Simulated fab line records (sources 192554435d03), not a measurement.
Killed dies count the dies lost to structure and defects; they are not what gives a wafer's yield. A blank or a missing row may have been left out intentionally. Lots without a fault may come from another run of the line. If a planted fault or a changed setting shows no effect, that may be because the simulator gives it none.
Matching of chambers :: flow n5-finfet :: 4 sister chambers for N5_BEOL_M1_ETCH_77 on rie-diel-01
The step etches underlayer in N2/H2, target depth 6.5 nm, time 5.2 s. 20 wafers are shown with their chamber, then 10 later ones without.

== WAFERS PAIRED WITH THEIR CHAMBERS ==
wafer: L077.1
chamber: 1
showerhead-plenum-p-Torr (Torr): 2.52
throttle-valve-pct (%): 17.83
drypump-motor-current-A (A): 5.9

wafer: L077.2
chamber: 0
showerhead-plenum-p-Torr (Torr): 2.61
throttle-valve-pct (%): 17.72
drypump-motor-current-A (A): 6.3

wafer: L077.3
chamber: 2
showerhead-plenum-p-Torr (Torr): 2.63
throttle-valve-pct (%): 18.18
drypump-motor-current-A (A): 5.5

wafer: L077.4
chamber: 3
showerhead-plenum-p-Torr (Torr): 2.46
throttle-valve-pct (%): 18.09
drypump-motor-current-A (A): 5.8

wafer: L077.5
chamber: 2
showerhead-plenum-p-Torr (Torr): 2.63
throttle-valve-pct (%): 18.16
drypump-motor-current-A (A): 5.5

wafer: L077.6
chamber: 1
showerhead-plenum-p-Torr (Torr): 2.52
throttle-valve-pct (%): 17.83
drypump-motor-current-A (A): 5.9

wafer: L078.4
chamber: 3
showerhead-plenum-p-Torr (Torr): 2.46
throttle-valve-pct (%): 18.10
drypump-motor-current-A (A): 5.8

wafer: L078.5
chamber: 3
showerhead-plenum-p-Torr (Torr): 2.46
throttle-valve-pct (%): 18.09
drypump-motor-current-A (A): 5.8

wafer: L078.6
chamber: 2
showerhead-plenum-p-Torr (Torr): 2.63
throttle-valve-pct (%): 18.17
drypump-motor-current-A (A): 5.5

wafer: L079.2
chamber: 2
showerhead-plenum-p-Torr (Torr): 2.63
throttle-valve-pct (%): 18.18
drypump-motor-current-A (A): 5.5

wafer: L079.3
chamber: 3
showerhead-plenum-p-Torr (Torr): 2.46
throttle-valve-pct (%): 18.08
drypump-motor-current-A (A): 5.8

wafer: L079.6
chamber: 0
showerhead-plenum-p-Torr (Torr): 2.60
throttle-valve-pct (%): 17.69
drypump-motor-current-A (A): 6.3

wafer: L080.1
chamber: 3
showerhead-plenum-p-Torr (Torr): 2.46
throttle-valve-pct (%): 18.11
drypump-motor-current-A (A): 5.8

wafer: L080.3
chamber: 0
showerhead-plenum-p-Torr (Torr): 2.61
throttle-valve-pct (%): 17.73
drypump-motor-current-A (A): 6.3

wafer: L080.4
chamber: 2
showerhead-plenum-p-Torr (Torr): 2.63
throttle-valve-pct (%): 18.20
drypump-motor-current-A (A): 5.5

wafer: L082.2
chamber: 2
showerhead-plenum-p-Torr (Torr): 2.63
throttle-valve-pct (%): 18.20
drypump-motor-current-A (A): 5.5

wafer: L082.4
chamber: 0
showerhead-plenum-p-Torr (Torr): 2.60
throttle-valve-pct (%): 17.73
drypump-motor-current-A (A): 6.4

wafer: L082.5
chamber: 2
showerhead-plenum-p-Torr (Torr): 2.63
throttle-valve-pct (%): 18.19
drypump-motor-current-A (A): 5.5

wafer: L084.1
chamber: 3
showerhead-plenum-p-Torr (Torr): 2.46
throttle-valve-pct (%): 18.11
drypump-motor-current-A (A): 5.8

wafer: L084.5
chamber: 1
showerhead-plenum-p-Torr (Torr): 2.51
throttle-valve-pct (%): 17.85
drypump-motor-current-A (A): 6.0

SIGNATURES, as means of the wafers listed above
reading: showerhead-plenum-p-Torr
chamber 0: 2.6050
chamber 1: 2.5167
chamber 2: 2.6300
chamber 3: 2.4600
scatter within a chamber: 0.00323

reading: throttle-valve-pct
chamber 0: 17.7175
chamber 1: 17.8367
chamber 2: 18.1829
chamber 3: 18.0967
scatter within a chamber: 0.0146

reading: drypump-motor-current-A
chamber 0: 6.325
chamber 1: 5.933
chamber 2: 5.500
chamber 3: 5.800
scatter within a chamber: 0.0298
Rule: for each reading, subtract the chamber's mean from the wafer's reading, divide by that reading's scatter and square the result; add these up over the readings and take the root, which gives the wafer's distance from the chamber. The wafer belongs to the nearest chamber; if the next one is less than 2 further off, it can't be placed. How the scatter is found: for the shown wafers, subtract from each reading the mean of its chamber, square and add these, divide the total by (wafers less chambers), then take the root.

== WAFERS WHOSE CHAMBER IS MISSING ==
wafer: L084.6
showerhead-plenum-p-Torr (Torr): 2.63
throttle-valve-pct (%): 18.18
drypump-motor-current-A (A): 5.5

wafer: L085.2
showerhead-plenum-p-Torr (Torr): 2.60
throttle-valve-pct (%): 17.74
drypump-motor-current-A (A): 6.3

wafer: L085.4
showerhead-plenum-p-Torr (Torr): 2.62
throttle-valve-pct (%): 18.21
drypump-motor-current-A (A): 5.5

wafer: L085.5
showerhead-plenum-p-Torr (Torr): 2.60
throttle-valve-pct (%): 17.75
drypump-motor-current-A (A): 6.3

wafer: L088.1
showerhead-plenum-p-Torr (Torr): 2.51
throttle-valve-pct (%): 17.83
drypump-motor-current-A (A): 5.9

wafer: L088.4
showerhead-plenum-p-Torr (Torr): 2.62
throttle-valve-pct (%): 18.21
drypump-motor-current-A (A): 5.5

wafer: L088.5
showerhead-plenum-p-Torr (Torr): 2.51
throttle-valve-pct (%): 17.83
drypump-motor-current-A (A): 5.9

wafer: L097.2
showerhead-plenum-p-Torr (Torr): 2.50
throttle-valve-pct (%): 17.48
drypump-motor-current-A (A): 5.9

wafer: L097.4
showerhead-plenum-p-Torr (Torr): 2.61
throttle-valve-pct (%): 18.25
drypump-motor-current-A (A): 5.5

wafer: L097.5
showerhead-plenum-p-Torr (Torr): 2.59
throttle-valve-pct (%): 17.33
drypump-motor-current-A (A): 6.3

== CHAMBER TAKEN BY EACH ==
wafer: L084.6
from the rows above: 2
in truth: 2

wafer: L085.2
from the rows above: 0
in truth: 0

wafer: L085.4
from the rows above: 2
in truth: 2

wafer: L085.5
from the rows above: 0
in truth: 0

wafer: L088.1
from the rows above: 1
in truth: 1

wafer: L088.4
from the rows above: 2
in truth: 2

wafer: L088.5
from the rows above: 1
in truth: 1

wafer: L097.2
from the rows above: 1
in truth: 1

wafer: L097.4
from the rows above: 2
in truth: 2

wafer: L097.5
from the rows above: 0
in truth: 0
Correctly placed: 10 of 10. Left unplaced by these rows: 0. Wrongly placed: 0.
